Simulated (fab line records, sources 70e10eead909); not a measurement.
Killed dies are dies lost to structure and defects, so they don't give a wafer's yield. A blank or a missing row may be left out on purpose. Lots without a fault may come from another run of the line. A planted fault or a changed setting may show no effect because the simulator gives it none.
Which tool did it? | flow nand_harc | 13 lots, 39 wafers sampled, at 2 steps of a route of 1302

WHAT THE GAUGES READ, wafer by wafer
NHARC_P_ZERO_WELL_CD_MEAS_37: target cd 720 nm. Usual: cd_nm 719.8 nm, standard deviation 1.5.
lot  | measured     | on        | cd_nm (nm)        | flag
L506 | day 2 00:07  | cd_sem-02 | 719.7 719.0 719.3 |
L509 | day 3 05:58  | cd_sem-02 | 718.1 720.3 719.0 |
L510 | day 3 16:00  | cd_sem-01 | 716.9 718.4 719.3 |
L513 | day 4 22:13  | cd_sem-03 | 719.7 721.0 722.9 |
L514 | day 5 07:58  | cd_sem-02 | 719.6 720.1 720.0 |
L516 | day 6 04:13  | cd_sem-01 | 718.5 719.1 719.2 |
L517 | day 6 14:06  | cd_sem-01 | 719.5 721.5 721.1 |
L518 | day 7 00:09  | cd_sem-03 | 718.9 719.1 721.9 |
L519 | day 7 10:09  | cd_sem-02 | - - -             | OFF
L520 | day 7 19:56  | cd_sem-01 | 720.6 722.5 719.9 |
L521 | day 8 06:09  | cd_sem-02 | 718.3 716.8 717.3 |
L522 | day 8 15:58  | cd_sem-02 | 718.7 717.3 718.6 |
L529 | day 11 14:13 | cd_sem-03 | 721.1 723.3 719.0 |

WHICH TOOL RAN EACH LOT (tool, then ch and the chambers of the sampled wafers, then the start)
lot  | NHARC_P_ZERO_WELL_EXPOSE_34
L506 | krf_scanner-01 ch 0, day 1 23:58
L509 | krf_scanner-01 ch 0, day 3 05:48
L510 | krf_scanner-01 ch 0, day 3 15:50
L513 | krf_scanner-01 ch 0, day 4 22:04
L514 | krf_scanner-01 ch 0, day 5 07:49
L516 | krf_scanner-01 ch 0, day 6 04:04
L517 | krf_scanner-02 ch 0, day 6 13:57
L518 | krf_scanner-03 ch 0, day 7 00:00
L519 | krf_scanner-02 ch 0, day 7 09:59
L520 | krf_scanner-02 ch 0, day 7 19:47
L521 | krf_scanner-01 ch 0, day 8 05:59
L522 | krf_scanner-01 ch 0, day 8 15:49
L529 | krf_scanner-02 ch 0, day 11 14:04
- NHARC_P_ZERO_WELL_EXPOSE_34: exposes mask P PWELL, target cd 720 nm.

WHAT THE TOOLS THEMSELVES READ (means of the sampled wafers that have a number; where no wafer has one, the mark that the record gives instead)
The record holds no such reading with a usual standard deviation.

THE ANSWER, worked out from the rows above alone
Rule: a lot is off if the mean of its wafers that have a number lies more than 3 standard deviations from the usual mean. A lot without any number at a reading at which 4 lots or more have one is off too. The other lots that the step has rows for count as sound. The gauges are gone through in route order, then the tools' own readings, and for those a lot's mean is taken as printed above. The first step at which some lot is off is used, and at that step the reading that is off furthest; a lot without a number counts as furthest.
Off: L519, at NHARC_P_ZERO_WELL_CD_MEAS_37 (cd_nm). Without a number there: L519.
A tool fits if, at a process step before that reading, it ran every lot that is off, and no sound lot after the first of them. The gauges at NHARC_P_ZERO_WELL_CD_MEAS_37 are tried like those tools. None of those tried fits.

WHAT THE SIMULATOR HAD PUT IN
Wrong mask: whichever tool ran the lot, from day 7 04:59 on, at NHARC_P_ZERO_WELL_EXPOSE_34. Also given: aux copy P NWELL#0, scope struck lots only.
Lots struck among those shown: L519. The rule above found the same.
